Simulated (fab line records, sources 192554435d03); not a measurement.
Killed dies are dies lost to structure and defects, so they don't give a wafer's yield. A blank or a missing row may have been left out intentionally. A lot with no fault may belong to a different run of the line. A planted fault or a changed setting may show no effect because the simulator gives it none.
The tool behind it: which one? | flow n5-finfet | Sampling: 12 lots, 36 wafers, 2 of 1938 route steps

== WHAT THE GAUGES READ, wafer by wafer ==
N5_BEOL_M3_CD_MEAS_11: the cd target is 17.05 nm.
lot  | measured     | on        | cd-nm (nm)
L075 | day 7 07:53  | cd-sem-03 | 17.36 17.50 17.05
L077 | day 7 11:57  | cd-sem-01 | 16.94 17.01 17.16
L079 | day 8 11:28  | cd-sem-01 | 17.00 17.13 17.24
L081 | day 9 04:23  | cd-sem-03 | 16.96 16.75 16.51
L083 | day 9 11:34  | cd-sem-02 | 17.39 17.04 17.25
L085 | day 9 16:55  | cd-sem-02 | 17.31 16.84 16.80
L087 | day 10 17:51 | cd-sem-02 | 16.83 16.84 17.40
L088 | day 11 03:48 | cd-sem-03 | 17.33 16.97 16.93
L091 | day 11 13:09 | cd-sem-03 | 16.86 16.56 17.18
L095 | day 12 12:00 | cd-sem-01 | 17.17 17.22 17.28
L093 | day 12 18:53 | cd-sem-03 | 17.00 16.94 17.12
L097 | day 13 14:49 | cd-sem-03 | 17.24 17.16 16.90

== WHICH TOOL RAN EACH LOT (tool, then ch and the chambers of the sampled wafers, then the start) ==
lot  | N5_BEOL_M3_PECVD_72
L075 | pecvd-04 ch 0,2, day 7 06:28
L077 | pecvd-02 ch 1,2, day 7 10:10
L079 | pecvd-04 ch 1,2, day 8 09:09
L081 | pecvd-04 ch 1,2, day 9 00:38
L083 | pecvd-01 ch 0,1, day 9 10:37
L085 | pecvd-01 ch 0,1, day 9 15:55
L087 | pecvd-01 ch 1,2, day 10 16:42
L088 | pecvd-02 ch 0,2, day 11 03:05
L091 | pecvd-04 ch 0,1, day 11 12:28
L095 | pecvd-01 ch 1,2, day 12 09:04
L093 | pecvd-04 ch 0,2, day 12 17:42
L097 | pecvd-04 ch 0,2, day 13 13:54
- N5_BEOL_M3_PECVD_72: deposits SiO2 from TEOS/O2, target thk 16 nm, time 18 s.

== THE ANSWER, worked out from the rows above alone ==
Rule: the lots themselves supply what counts as usual. Put in order of their means at a reading, lots are off if they are a third of the lots or fewer, leave a main group of 4 or more, and stand apart from it by a gap of 3 or more times the standard deviation of the main group's means; of several such gaps the widest counts. A main group is skipped when, at the precision printed for the reading in the tables above, its means are all equal. A lot without any number at a reading at which 4 lots or more have one is off too. Any other lot the step has rows for is counted as sound.
No lot is off at any reading shown: from this, nothing can be told.

== WHAT HAD BEEN PUT IN BY THE SIMULATOR ==
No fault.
